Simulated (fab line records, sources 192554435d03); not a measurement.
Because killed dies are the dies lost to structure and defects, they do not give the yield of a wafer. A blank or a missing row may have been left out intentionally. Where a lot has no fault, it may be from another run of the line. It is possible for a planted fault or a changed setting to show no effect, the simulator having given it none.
Lot-split experiment || flow n5-finfet || route with 1938 steps; 7 lots, 21 wafers read

SPLIT DETAILS
At N5_BEOL_M0_ETCH_109 (etches SiCN in CH3F/O2, target depth 8 nm, overetch 2.4 nm, time 27.4 s), the setting bias-w was moved away from the recipe's 75 W on 8 of the 21 wafers read, by -14.9% to +10.8%. This setting was run at the recipe's value on the other wafers.

Reading taken at the split's own step.

THE READING
rf-vpp-V, in V, at N5_BEOL_M0_ETCH_109 (etches SiCN in CH3F/O2, target depth 8 nm, overetch 2.4 nm, time 27.4 s). Fault-free wafers of this fab line usually give 297.8 V, standard deviation 1.2 V.

{"wafer": "L074.1", "tool, chamber at the split": "rie-diel-06, 1", "bias-w as run, W": 75, "against the recipe": "recipe", "rf-vpp-V, V": 298.5, "against lot-mates on the recipe": "-"}
{"wafer": "L074.3", "tool, chamber at the split": "rie-diel-06, 2", "bias-w as run, W": 75, "against the recipe": "recipe", "rf-vpp-V, V": 297.0, "against lot-mates on the recipe": "-"}
{"wafer": "L074.5", "tool, chamber at the split": "rie-diel-06, 1", "bias-w as run, W": 75, "against the recipe": "recipe", "rf-vpp-V, V": 298.2, "against lot-mates on the recipe": "-"}
{"wafer": "L075.3", "tool, chamber at the split": "rie-diel-05, 2", "bias-w as run, W": 75, "against the recipe": "recipe", "rf-vpp-V, V": 297.8, "against lot-mates on the recipe": "-"}
{"wafer": "L075.4", "tool, chamber at the split": "rie-diel-05, 1", "bias-w as run, W": 75, "against the recipe": "recipe", "rf-vpp-V, V": 297.5, "against lot-mates on the recipe": "-"}
{"wafer": "L075.5", "tool, chamber at the split": "rie-diel-05, 2", "bias-w as run, W": 75, "against the recipe": "recipe", "rf-vpp-V, V": 297.1, "against lot-mates on the recipe": "-"}
{"wafer": "L079.2", "tool, chamber at the split": "rie-diel-02, 0", "bias-w as run, W": 75, "against the recipe": "recipe", "rf-vpp-V, V": 298.1, "against lot-mates on the recipe": "-"}
{"wafer": "L079.4", "tool, chamber at the split": "rie-diel-02, 2", "bias-w as run, W": 80.65, "against the recipe": "+7.5%", "rf-vpp-V, V": 312.2, "against lot-mates on the recipe": "+14.1"}
{"wafer": "L079.6", "tool, chamber at the split": "rie-diel-02, 0", "bias-w as run, W": 80.65, "against the recipe": "+7.5%", "rf-vpp-V, V": 313.5, "against lot-mates on the recipe": "+15.4"}
{"wafer": "L082.2", "tool, chamber at the split": "rie-diel-02, 2", "bias-w as run, W": 63.79, "against the recipe": "-14.9%", "rf-vpp-V, V": 268.7, "against lot-mates on the recipe": -32.2}
{"wafer": "L082.5", "tool, chamber at the split": "rie-diel-02, 0", "bias-w as run, W": 63.79, "against the recipe": "-14.9%", "rf-vpp-V, V": 269.0, "against lot-mates on the recipe": -31.9}
{"wafer": "L082.6", "tool, chamber at the split": "rie-diel-02, 3", "bias-w as run, W": 75, "against the recipe": "recipe", "rf-vpp-V, V": 300.9, "against lot-mates on the recipe": "-"}
{"wafer": "L086.2", "tool, chamber at the split": "rie-diel-06, 0", "bias-w as run, W": 65.81, "against the recipe": "-12.3%", "rf-vpp-V, V": 273.8, "against lot-mates on the recipe": -22.9}
{"wafer": "L086.4", "tool, chamber at the split": "rie-diel-06, 3", "bias-w as run, W": 75, "against the recipe": "recipe", "rf-vpp-V, V": 296.7, "against lot-mates on the recipe": "-"}
{"wafer": "L086.6", "tool, chamber at the split": "rie-diel-06, 1", "bias-w as run, W": 65.81, "against the recipe": "-12.3%", "rf-vpp-V, V": 274.6, "against lot-mates on the recipe": -22.1}
{"wafer": "L091.1", "tool, chamber at the split": "rie-diel-02, 1", "bias-w as run, W": 83.07, "against the recipe": "+10.8%", "rf-vpp-V, V": 316.5, "against lot-mates on the recipe": "+17.0"}
{"wafer": "L091.3", "tool, chamber at the split": "rie-diel-02, 3", "bias-w as run, W": 75, "against the recipe": "recipe", "rf-vpp-V, V": 299.5, "against lot-mates on the recipe": "-"}
{"wafer": "L091.4", "tool, chamber at the split": "rie-diel-02, 3", "bias-w as run, W": 83.07, "against the recipe": "+10.8%", "rf-vpp-V, V": 318.9, "against lot-mates on the recipe": "+19.4"}
{"wafer": "L092.2", "tool, chamber at the split": "rie-diel-05, 1", "bias-w as run, W": 75, "against the recipe": "recipe", "rf-vpp-V, V": 297.9, "against lot-mates on the recipe": "-"}
{"wafer": "L092.3", "tool, chamber at the split": "rie-diel-05, 0", "bias-w as run, W": 75, "against the recipe": "recipe", "rf-vpp-V, V": 296.5, "against lot-mates on the recipe": "-"}
{"wafer": "L092.6", "tool, chamber at the split": "rie-diel-05, 3", "bias-w as run, W": 75, "against the recipe": "recipe", "rf-vpp-V, V": 299.2, "against lot-mates on the recipe": "-"}

THE FIT
A straight line over all 21 wafers: rf-vpp-V changes by +1.92 V for each +1% of bias-w; r = +1.00; the points scatter about the line by 1.1 V.
The same after taking each lot's own level away (the mean of its wafers on the recipe; 21 wafers): +1.94 V for each +1%; r = +0.99; scatter 1.5 V.
Per that fit: largest bias-w move, reading shift of 29 V.
Measured against the standard deviation above, the lots' own levels, which go from 296.70 to 300.90 V, span 3.5 times it.
The two slopes are in agreement: the lot-to-lot level therefore moves the slope only a little.
Check: -28.5 V against its lot-mates is what the line predicts for one of the wafers moved furthest among these (-14.9%) when that wafer is left out of the fit. It came out at -32.2 V against them.
Tool readings at the split's step, against how far the setting was moved: rf-vpp-V r = +1.00.

THESE WAFERS: OTHER SPLITS
Before the reading, these wafers also passed through other splits. Each is held against what the fit with the lots' levels taken away leaves over:
{"other split on the same wafers": "N5_BEOL_M0_ETCH_128 source-w", "wafers away from the commonest value": 10, "r with rf-vpp-V (lot level and that fit taken away)": -0.09}

FILE'S OWN FIT
rf-vpp-V changes by +1.94 V for each +1% of bias-w, r = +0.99.
